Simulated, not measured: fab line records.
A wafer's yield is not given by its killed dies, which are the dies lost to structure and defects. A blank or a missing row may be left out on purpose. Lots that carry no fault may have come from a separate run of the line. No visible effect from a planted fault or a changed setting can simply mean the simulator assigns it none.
A struck lot beside a sound one -- flow n5 finfet -- 17 out of 1938 route steps
Sound: these wafers, L263.1, L263.5, L263.6. Struck: wafer L274.1 (left out: L274.4, a lot-mate that was not struck); the cause follows at the end.
At each step with rows: each side's tool, then ch and its chambers, then its first start. Under that, the readings that differ: sound wafers -- struck wafers -- difference of the means -- sigmas: that difference in standard deviations of wafers without a fault.
alike: a reading whose means differ by less than 2 such deviations, as well as words and numbers matching on both sides. not compared: withheld readings; readings where some wafer has no value; bounds like >300 that might hide an equal value; numbers whose values overlap and for which the record gives no deviation.
A row with sigmas, a row that says differs or no value, or rows on one side alone: a step with any of these is where the two part. Numbers that don't overlap but have no deviation are shown without sigmas and don't part them. Lack of a reading on every wafer of one side parts them only where that side has two or more wafers.

first, 8 steps without rows for these wafers: N5_PASSIVATION_HMDS_03 (time 60 s); N5_PASSIVATION_COAT_04; N5_PASSIVATION_EBR_06; N5_PASSIVATION_SOFTBAKE_05 (time 90 s); N5_PASSIVATION_EXPOSE_07 (exposes mask TV, defocus 0 nm, target cd 3000 nm); N5_PASSIVATION_PEB_08; N5_PASSIVATION_DEVELOP_09 (develop time 60 s); N5_PASSIVATION_HARDBAKE_11 (time 120 s).
N5_PASSIVATION_CD_MEAS_10 targets a cd of 3000 nm.
  sound on cd sem-01 ch 0, day 13 16:06; struck on cd sem-01 ch 0, day 16 12:35
reading,sound,struck,difference,sigmas
cd nm (nm),2995.2 2999.1 2998.2,3002.2,+4.7,+2
N5_PASSIVATION_OVL_MEAS_60:
  sound on overlay-01 ch 0, day 13 16:08; struck on overlay-01 ch 0, day 16 12:37
  alike: TV_OVL
N5_PASSIVATION_INSPECT_61: inspects for defects (macro).
  struck on defect inspect-01, day 16 12:38; sound on defect inspect-02, day 13 16:10
  alike: raw defect count
N5_PASSIVATION_DESCUM_12: chemistry O2, time 7.9 s.
  sound on rie diel-02 ch 0,1, day 13 16:11; struck on rie diel-02 ch 0, day 16 12:40
  alike: drypump motor current A, oes product au, rf vpp V, showerhead plenum p Torr, throttle valve pct
  not compared: rf hours counter h
N5_PASSIVATION_PASS_ETCH_74: etches SiNx in CF4/O2, target depth 220 nm, time 110 s.
  sound on rie diel-02 ch 0,1, day 13 16:16; struck on rie diel-02 ch 0, day 16 12:44
reading,sound,struck,difference,sigmas
oes product au (a.u.),0.90 0.86 0.91,1.06,+0.17,+2
model.etch.depth nm (nm),214.3 224.5 216.5,320.6,+102.2,
model.TV_OPEN.cd offset nm (nm),0.6 0.2 0.2,-4.2,-4.5,
  alike: drypump motor current A, rf vpp V, showerhead plenum p Torr, throttle valve pct
  not compared: rf hours counter h, model.coat_of_PASSIVATION_COAT_04.thk nm
N5_PASSIVATION_VIA_ETCH_13: etches SiO2 in CHF3/O2, target depth 660 nm, time 330 s.
  sound on rie diel-02 ch 0,1, day 13 16:21; struck on rie diel-02 ch 0, day 16 12:50
  alike: CHF3_flow_sccm, drypump motor current A, etch rf on time s, oes product au, rf vpp V, showerhead plenum p Torr, throttle valve pct
  not compared: rf hours counter h, model.coat_of_PASSIVATION_COAT_04.thk nm
N5_PASSIVATION_STRIP_14: strips in O2.
  sound on rie diel-02 ch 0,1, day 13 16:33; struck on rie diel-02 ch 0, day 16 13:01
  alike: drypump motor current A, oes product au, rf vpp V, showerhead plenum p Torr, throttle valve pct
  not compared: rf hours counter h
N5_PASSIVATION_ETCH_15: etches SiCN in CF4/N2, target depth 75 nm, time 81.2 s.
  sound on rie diel-02 ch 0,1; struck on rie diel-02 ch 0
reading,sound,struck,difference,sigmas
model.TV_OPEN.cd offset nm (nm),2.8 2.2 2.6,-3.2,-5.7,
  alike: drypump motor current A, oes product au, rf vpp V, showerhead plenum p Torr, throttle valve pct
  not compared: rf hours counter h
then, 1 step without rows for these wafers: N5_PASSIVATION_STRIP_73 (strips in post etch residue remover, time 60 s).

WHERE THEY PART
At N5_PASSIVATION_CD_MEAS_10 first; at N5_PASSIVATION_PASS_ETCH_74 last (within this record only). Later steps at which nothing parts them and some readings are alike: N5_PASSIVATION_VIA_ETCH_13, N5_PASSIVATION_STRIP_14, N5_PASSIVATION_ETCH_15.

WHY: whatever the simulator had introduced
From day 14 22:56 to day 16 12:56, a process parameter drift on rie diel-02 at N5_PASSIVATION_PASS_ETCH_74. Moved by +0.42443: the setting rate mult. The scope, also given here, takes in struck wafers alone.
